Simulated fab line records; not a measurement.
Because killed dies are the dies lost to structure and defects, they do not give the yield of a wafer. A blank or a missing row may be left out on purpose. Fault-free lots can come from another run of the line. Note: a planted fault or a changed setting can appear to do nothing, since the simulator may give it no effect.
A sampling plan put to the test | flow n5_finfet | one fab line, 27 faults that these records tell of, each judged on the records of the lots that it struck
The line's own looks make up the plan; these are the steps of the route where a gauge or inspection reads the wafer and leaves it unchanged. A look is open to judgement when struck wafers have a number at it and the file gives its usual mean and standard deviation on fault-free wafers. Caught: a look later than the fault's first step finds the struck wafers' mean 4 or more of those standard deviations (sigma) from the usual mean. On the tool: the fault's steps, tested the same way using the tool's own readings. Another recipe on the struck wafers, or a record that is blank for them alone, also counts as caught.

THE FAULTS, as the simulator had put them in
1. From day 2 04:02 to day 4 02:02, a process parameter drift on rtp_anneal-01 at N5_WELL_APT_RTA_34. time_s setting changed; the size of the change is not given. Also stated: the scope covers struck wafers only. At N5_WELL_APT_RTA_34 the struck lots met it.
2. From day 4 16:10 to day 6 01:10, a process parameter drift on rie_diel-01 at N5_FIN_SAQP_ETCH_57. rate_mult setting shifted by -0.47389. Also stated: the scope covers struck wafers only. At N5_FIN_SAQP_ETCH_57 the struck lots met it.
3. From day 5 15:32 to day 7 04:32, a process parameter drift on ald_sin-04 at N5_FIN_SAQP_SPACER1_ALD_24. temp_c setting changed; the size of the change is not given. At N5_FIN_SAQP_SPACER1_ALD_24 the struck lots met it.
4. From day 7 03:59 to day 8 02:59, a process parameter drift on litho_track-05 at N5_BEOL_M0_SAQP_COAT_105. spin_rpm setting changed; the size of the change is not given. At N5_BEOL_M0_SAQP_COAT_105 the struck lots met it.
5. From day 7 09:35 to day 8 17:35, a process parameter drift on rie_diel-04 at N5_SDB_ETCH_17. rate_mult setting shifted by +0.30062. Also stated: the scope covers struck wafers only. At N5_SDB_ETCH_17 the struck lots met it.
6. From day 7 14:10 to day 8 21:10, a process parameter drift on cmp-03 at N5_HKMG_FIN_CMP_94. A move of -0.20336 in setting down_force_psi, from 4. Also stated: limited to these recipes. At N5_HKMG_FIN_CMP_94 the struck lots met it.
7. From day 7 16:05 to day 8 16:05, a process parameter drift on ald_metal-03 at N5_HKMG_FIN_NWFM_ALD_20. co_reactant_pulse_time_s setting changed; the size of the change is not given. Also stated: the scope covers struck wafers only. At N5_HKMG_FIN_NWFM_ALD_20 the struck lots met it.
8. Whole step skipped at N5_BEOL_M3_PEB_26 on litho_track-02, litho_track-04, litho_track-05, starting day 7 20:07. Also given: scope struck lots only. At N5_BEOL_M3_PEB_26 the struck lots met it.
9. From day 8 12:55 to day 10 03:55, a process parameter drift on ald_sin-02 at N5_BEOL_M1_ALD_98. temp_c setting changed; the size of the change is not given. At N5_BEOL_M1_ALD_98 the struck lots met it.
10. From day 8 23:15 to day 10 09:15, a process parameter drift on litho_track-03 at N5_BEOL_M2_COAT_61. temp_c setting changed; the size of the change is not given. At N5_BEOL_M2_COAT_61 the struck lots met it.
11. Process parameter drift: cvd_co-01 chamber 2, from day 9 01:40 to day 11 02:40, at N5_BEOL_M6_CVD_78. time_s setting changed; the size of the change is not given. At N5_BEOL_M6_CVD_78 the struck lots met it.
12. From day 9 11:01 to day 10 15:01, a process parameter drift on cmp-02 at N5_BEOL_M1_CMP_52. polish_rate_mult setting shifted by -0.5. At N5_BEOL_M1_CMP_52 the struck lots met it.
13. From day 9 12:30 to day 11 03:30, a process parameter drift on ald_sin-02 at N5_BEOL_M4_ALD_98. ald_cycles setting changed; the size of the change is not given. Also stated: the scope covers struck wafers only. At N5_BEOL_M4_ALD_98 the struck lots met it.
14. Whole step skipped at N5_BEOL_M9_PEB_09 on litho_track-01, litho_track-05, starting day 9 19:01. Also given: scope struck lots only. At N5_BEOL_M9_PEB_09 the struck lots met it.
15. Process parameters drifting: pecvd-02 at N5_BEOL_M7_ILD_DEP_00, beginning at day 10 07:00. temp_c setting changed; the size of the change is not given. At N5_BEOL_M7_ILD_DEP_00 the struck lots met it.
16. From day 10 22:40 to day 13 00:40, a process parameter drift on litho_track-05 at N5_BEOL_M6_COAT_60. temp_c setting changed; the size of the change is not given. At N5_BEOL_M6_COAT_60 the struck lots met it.
17. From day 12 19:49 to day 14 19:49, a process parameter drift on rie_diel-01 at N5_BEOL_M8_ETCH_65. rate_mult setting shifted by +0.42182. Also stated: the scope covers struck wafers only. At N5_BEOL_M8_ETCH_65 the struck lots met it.
18. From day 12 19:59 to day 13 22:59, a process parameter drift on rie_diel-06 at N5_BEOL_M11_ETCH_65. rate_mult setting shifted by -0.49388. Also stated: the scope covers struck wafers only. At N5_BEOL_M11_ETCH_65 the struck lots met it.
19. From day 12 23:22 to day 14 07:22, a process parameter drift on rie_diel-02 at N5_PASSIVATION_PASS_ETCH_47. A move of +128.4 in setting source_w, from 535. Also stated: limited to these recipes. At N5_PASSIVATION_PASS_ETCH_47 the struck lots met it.
20. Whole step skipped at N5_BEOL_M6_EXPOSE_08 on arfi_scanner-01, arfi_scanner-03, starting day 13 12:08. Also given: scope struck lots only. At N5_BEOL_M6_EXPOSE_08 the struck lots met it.
21. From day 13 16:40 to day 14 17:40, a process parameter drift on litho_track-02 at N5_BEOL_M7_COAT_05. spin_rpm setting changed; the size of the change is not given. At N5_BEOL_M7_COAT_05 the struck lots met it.
22. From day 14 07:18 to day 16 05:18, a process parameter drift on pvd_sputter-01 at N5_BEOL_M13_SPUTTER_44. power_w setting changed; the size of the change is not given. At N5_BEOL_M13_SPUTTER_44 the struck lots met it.
23. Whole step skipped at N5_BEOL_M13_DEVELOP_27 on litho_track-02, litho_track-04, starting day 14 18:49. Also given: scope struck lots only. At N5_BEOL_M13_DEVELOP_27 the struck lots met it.
24. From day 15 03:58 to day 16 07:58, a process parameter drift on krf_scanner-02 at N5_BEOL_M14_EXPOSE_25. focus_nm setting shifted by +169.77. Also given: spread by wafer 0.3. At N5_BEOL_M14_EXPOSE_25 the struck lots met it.
25. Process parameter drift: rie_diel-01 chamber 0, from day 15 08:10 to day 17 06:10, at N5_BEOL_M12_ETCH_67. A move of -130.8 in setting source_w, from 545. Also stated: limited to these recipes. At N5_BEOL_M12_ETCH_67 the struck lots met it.
26. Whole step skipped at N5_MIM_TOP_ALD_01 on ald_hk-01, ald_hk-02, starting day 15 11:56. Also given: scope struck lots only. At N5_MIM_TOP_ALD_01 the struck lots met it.
27. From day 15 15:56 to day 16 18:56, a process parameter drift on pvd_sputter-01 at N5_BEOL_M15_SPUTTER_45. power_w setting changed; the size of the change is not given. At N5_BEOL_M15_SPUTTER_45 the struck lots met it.

WHAT THE PLAN SAW
fault | on the tool itself                               | first look that catches it                   | reading, sigma | median hours from its first step to that look | hours from the fault's start to the first struck lot there | judged looks passed uncaught
1     | lamp_zone_7_pct +8.7 sigma                       | not the one look that can be judged after it | -              | -                                             | -                                                          | 1
2     | etch_rf_on_time_s +31 sigma                      | not the one look that can be judged after it | -              | -                                             | -                                                          | 1
3     | susceptor_temp_C +77 sigma                       | not the one look that can be judged after it | -              | -                                             | -                                                          | 1
4     | spin_speed_rpm +85 sigma                         | not the one look that can be judged after it | -              | -                                             | -                                                          | 1
5     | etch_rf_on_time_s -7.0 sigma                     | not the one look that can be judged after it | -              | -                                             | -                                                          | 1
6     | head_pressure_psi -22 sigma                      | not the one look that can be judged after it | -              | -                                             | -                                                          | 1
7     | under 2 sigma                                    | not the one look that can be judged after it | -              | -                                             | -                                                          | 1
8     | the tool's record is blank for the struck wafers | no look after it can be judged               | -              | -                                             | -                                                          | 0
9     | susceptor_temp_C -18 sigma                       | not the one look that can be judged after it | -              | -                                             | -                                                          | 1
10    | plate_temp_C +28 sigma                           | not the one look that can be judged after it | -              | -                                             | -                                                          | 1
11    | run_length_s +10.0 sigma                         | no look after it can be judged               | -              | -                                             | -                                                          | 0
12    | overpolish_run_s -99 or beyond sigma             | N5_BEOL_M1_THK_MEAS_53                       | M1_THK +57     | 0.3                                           | 7                                                          | 0
13    | under 2 sigma                                    | not the one look that can be judged after it | -              | -                                             | -                                                          | 1
14    | the tool's record is blank for the struck wafers | no look after it can be judged               | -              | -                                             | -                                                          | 0
15    | susceptor_temp_C -27 sigma                       | not the one look that can be judged after it | -              | -                                             | -                                                          | 1
16    | plate_temp_C +30 sigma                           | no look after it can be judged               | -              | -                                             | -                                                          | 0
17    | etch_rf_on_time_s -7.7 sigma                     | no look after it can be judged               | -              | -                                             | -                                                          | 0
18    | etch_rf_on_time_s +36 sigma                      | no look after it can be judged               | -              | -                                             | -                                                          | 0
19    | rf_fwd_power_W +80 sigma                         | no look after it can be judged               | -              | -                                             | -                                                          | 0
20    | no reading that can be judged                    | no look after it can be judged               | -              | -                                             | -                                                          | 0
21    | spin_speed_rpm +99 or beyond sigma               | no look after it can be judged               | -              | -                                             | -                                                          | 0
22    | cathode_dc_power_W +99 or beyond sigma           | no look after it can be judged               | -              | -                                             | -                                                          | 0
23    | the tool's record is blank for the struck wafers | no look after it can be judged               | -              | -                                             | -                                                          | 0
24    | exposure_dose_mJ_cm2 -6.1 sigma                  | no look after it can be judged               | -              | -                                             | -                                                          | 0
25    | rf_vpp_V +20 sigma                               | no look after it can be judged               | -              | -                                             | -                                                          | 0
26    | the tool's record is blank for the struck wafers | no look after it can be judged               | -              | -                                             | -                                                          | 0
27    | cathode_dc_power_W -99 or beyond sigma           | no look after it can be judged               | -              | -                                             | -                                                          | 0
A dash: the fault is not caught, or the number is missing from these records.

Caught at a look: 1 of 27. Caught on the tool: 24 of 27. By one or the other: 24 of 27.
Faults 1, 2, 3, 4, 5, 6, 8, 9, 10, 11, 14, 15, 16, 17, 18, 19, 21, 22, 23, 24, 25, 26, 27 were caught on the tool alone.
Caught by neither: faults 7, 13, 20.

THINNER SAMPLING
Were the look that catches a fault to measure just every second or every third lot (counted by lot number), the first struck lot would, at worst, be measured this late:
fault | struck lots at that look, in order of time | every lot | every second lot | every third lot
12    | L651, L653                                 | 7 h       | may miss all 2   | may miss all 2
The hour figures run from when the fault began to the first measured lot among those it struck. The limit of 4 sigma was tested on all struck wafers together, so one lot alone may lie under it. Other struck lots may not be in these records.

THE LONGEST TIMED WAY FROM STEP TO LOOK
Fault 12: median gap of 0.3 hours between N5_BEOL_M1_CMP_52 and N5_BEOL_M1_THK_MEAS_53. No look between them can be judged.
